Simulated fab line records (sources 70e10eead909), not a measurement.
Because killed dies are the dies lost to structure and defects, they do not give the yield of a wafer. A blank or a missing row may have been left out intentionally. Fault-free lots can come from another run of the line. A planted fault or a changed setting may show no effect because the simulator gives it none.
Chamber matching    flow nand harc    4 sister chambers for NHARC_A_CONTACT_ETCH_75 on rie diel-04
The step etches the open film in CF4, target depth 39 nm, time 65 s. 33 wafers are shown with their chamber, then 12 later ones without.

WAFERS WITH THEIR CHAMBER
wafer   chamber  showerhead plenum p Torr (Torr)  drypump motor current A (A)  rf vpp V (V)
L075.3  0        1.71                             5.8                          150.2
L075.5  2        1.67                             6.3                          149.1
L075.6  1        1.79                             5.7                          154.0
L077.4  3        1.81                             5.8                          153.4
L077.5  1        1.79                             5.7                          151.0
L077.6  2        1.67                             6.2                          149.5
L079.1  3        1.81                             5.8                          151.3
L079.3  2        1.67                             6.2                          148.8
L079.4  0        1.71                             5.8                          151.1
L080.2  2        1.67                             6.2                          151.1
L080.4  3        1.81                             5.7                          152.6
L080.6  3        1.81                             5.7                          153.3
L083.2  0        1.71                             5.8                          151.1
L083.4  2        1.67                             6.2                          150.9
L083.5  1        1.79                             5.7                          151.6
L082.1  1        1.79                             5.7                          151.8
L082.2  0        1.71                             5.8                          151.6
L082.5  0        1.71                             5.8                          150.6
L084.2  1        1.79                             5.7                          150.5
L084.4  0        1.71                             5.8                          150.7
L084.6  3        1.81                             5.7                          152.0
L086.3  1        1.79                             5.7                          152.4
L086.4  0        1.71                             5.8                          150.5
L086.6  0        1.71                             5.8                          150.0
L089.1  1        1.79                             5.7                          151.3
L089.2  3        1.81                             5.8                          152.1
L089.6  2        1.67                             6.2                          150.4
L087.3  0        1.71                             5.8                          149.6
L087.4  2        1.67                             6.2                          149.3
L087.6  0        1.71                             5.8                          150.0
L090.2  3        1.81                             5.8                          151.2
L090.3  0        1.70                             5.8                          150.0
L090.5  0        1.71                             5.8                          151.3

SIGNATURES, as means of the wafers listed above
reading                   chamber 0  chamber 1  chamber 2  chamber 3  scatter within a chamber
showerhead plenum p Torr  1.7092     1.7900     1.6700     1.8100     0.00178
drypump motor current A   5.800      5.700      6.214      5.757      0.0298
rf vpp V                  150.558    151.800    149.871    152.271    0.866
Rule: distance of a wafer from a chamber = root of the sum over the readings of ((wafer's reading minus chamber's mean) / reading's scatter) squared. If the next closest chamber is less than 2 further off than the closest, the wafer can't be placed; otherwise it belongs to the closest. The scatter: take each reading less its chamber's mean, square it, sum over the shown wafers, divide by the number of wafers less the number of chambers, and take the root.

WAFERS MISSING THEIR CHAMBER
wafer   showerhead plenum p Torr (Torr)  drypump motor current A (A)  rf vpp V (V)
L093.4  1.81                             5.8                          152.1
L093.5  1.79                             5.6                          152.7
L093.6  1.70                             5.8                          151.6
L092.4  1.81                             5.8                          151.9
L092.5  1.81                             5.8                          151.6
L092.6  1.66                             6.2                          149.1
L094.1  1.81                             5.8                          150.9
L094.2  1.66                             6.2                          149.9
L094.4  1.70                             5.8                          151.0
L096.2  1.66                             6.2                          150.4
L096.3  1.70                             5.8                          150.0
L096.5  1.70                             5.8                          151.8

EACH ONE'S CHAMBER
wafer   from the rows above  in truth
L093.4  3                    3
L093.5  1                    1
L093.6  0                    0
L092.4  3                    3
L092.5  3                    3
L092.6  2                    2
L094.1  3                    3
L094.2  2                    2
L094.4  0                    0
L096.2  2                    2
L096.3  0                    0
L096.5  0                    0
Correctly placed: 12 of 12. Number that these rows cannot place: 0. Number placed wrongly: 0.
